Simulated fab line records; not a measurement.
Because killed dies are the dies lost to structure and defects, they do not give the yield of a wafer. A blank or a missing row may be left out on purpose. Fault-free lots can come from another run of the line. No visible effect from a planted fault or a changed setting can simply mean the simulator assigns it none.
Struck lot and sound lot, side by side + flow nand_harc + 14 steps out of a route of 1159
Sound: these wafers, L194.2, L194.4, L194.6. Struck: wafer L204.5 (left out: L204.3, L204.4 of the same lot, which were not struck); the cause appears at the end.
At each step with rows: each side's tool, then ch and its chambers, then its first start. Under that, the readings that differ: sound wafers + struck wafers + difference of the means + sigmas: that difference in standard deviations of wafers without a fault.
alike: readings with means less than 2 such deviations apart, plus words and numbers identical on both sides. not compared: withheld readings, readings lacking a value on some wafer, bounds such as >300 that could conceal the same value, and numbers that have no deviation in the record and whose values overlap.
The two part at a step that has a row with sigmas, a row that says differs or no value, or rows on one side only. When numbers do not overlap yet have no deviation, they are printed without sigmas and do not part them. A reading missing from all wafers of one side parts the sides only when that side holds two or more wafers.

first, 2 steps without rows for these wafers: NHARC_A_STAIRCASE_TRIM_189 (chemistry O2, time 211.2 s); NHARC_A_STAIRCASE_ETCH_190 (etches the open film in C4F8/O2, target depth 100 nm, time 40.5 s).
NHARC_A_STAIRCASE_TRIM_191: chemistry O2, time 211.2 s.
  sound: rie_diel-11 ch 1,2; struck: rie_diel-04 ch 0
  alike: drypump_motor_current_A, mfc_ar_sccm, oes_product_au, rf_vpp_V, showerhead_plenum_p_Torr, throttle_valve_pct
  not compared: rf_hours_counter_h
then, 1 step without rows for these wafers: NHARC_A_STAIRCASE_ETCH_192 (etches the open film in C4F8/O2, target depth 100 nm, time 40.5 s).
NHARC_A_STAIRCASE_TRIM_193: chemistry O2, time 211.2 s.
  sound: rie_diel-11 ch 0,3; struck: rie_diel-04 ch 3
| reading               | sound             | struck | difference | sigmas |
|-----------------------|-------------------|--------|------------|--------|
| oes_product_au (a.u.) | 0.995 1.014 1.011 | 0.986  | -0.021     | -2     |
  alike: drypump_motor_current_A, mfc_ar_sccm, rf_vpp_V, showerhead_plenum_p_Torr, throttle_valve_pct
  not compared: rf_hours_counter_h
NHARC_A_STAIRCASE_ETCH_194: etches the open film in C4F8/O2, target depth 100 nm, time 40.5 s.
  sound: rie_diel-11 ch 0,1,2; struck: rie_diel-04 ch 0
  alike: oes_product_au, rf_fwd_power_W, rf_vpp_V
  not compared: rf_hours_counter_h
NHARC_A_STAIRCASE_TRIM_196: chemistry O2, time 211.2 s.
  sound on rie_diel-04 ch 1,3, day 11 21:04; struck on rie_diel-04 ch 2, day 14 00:35
  alike: drypump_motor_current_A, mfc_ar_sccm, oes_product_au, rf_vpp_V, showerhead_plenum_p_Torr, throttle_valve_pct
  not compared: rf_hours_counter_h
then, 4 steps without rows for these wafers: NHARC_A_STAIRCASE_ETCH_197 (etches the open film in C4F8/O2, target depth 100 nm, time 40.5 s); NHARC_A_STAIRCASE_TRIM_198 (chemistry O2, time 211.2 s); NHARC_A_STAIRCASE_ETCH_199 (etches the open film in C4F8/O2, target depth 100 nm, time 40.5 s); NHARC_A_STAIRCASE_TRIM_200 (chemistry O2, time 211.2 s).
NHARC_A_STAIRCASE_ETCH_201: etches the open film in C4F8/O2, target depth 100 nm, time 40.5 s.
  sound on rie_diel-04 ch 1,3, day 11 21:48; struck on rie_diel-04 ch 3, day 14 01:14
| reading               | sound             | struck | difference | sigmas |
|-----------------------|-------------------|--------|------------|--------|
| oes_product_au (a.u.) | 0.944 0.956 0.949 | 0.802  | -0.148     | -10    |
  alike: rf_fwd_power_W, rf_vpp_V
  not compared: rf_hours_counter_h
NHARC_A_STAIRCASE_TRIM_202: chemistry O2, time 211.2 s.
  sound: rie_diel-04 ch 0,2; struck: rie_diel-04 ch 3
  alike: drypump_motor_current_A, mfc_ar_sccm, oes_product_au, rf_vpp_V, showerhead_plenum_p_Torr, throttle_valve_pct
  not compared: rf_hours_counter_h
-- record jumps: 8 days between struck wafers' starts before vs after; left off in module A_STAIRCASE, resumes in module END, first step shown is number 1159 of the route --
NHARC_END_SORT_01:
  only the struck wafers appear in the record here, on prober-02 ch 0 at day 22 04:33; the sound ones have no rows

== WHERE THEY PART ==
Earliest at NHARC_A_STAIRCASE_TRIM_193; latest, in this record, at NHARC_END_SORT_01.

WHY: what the simulator had put in
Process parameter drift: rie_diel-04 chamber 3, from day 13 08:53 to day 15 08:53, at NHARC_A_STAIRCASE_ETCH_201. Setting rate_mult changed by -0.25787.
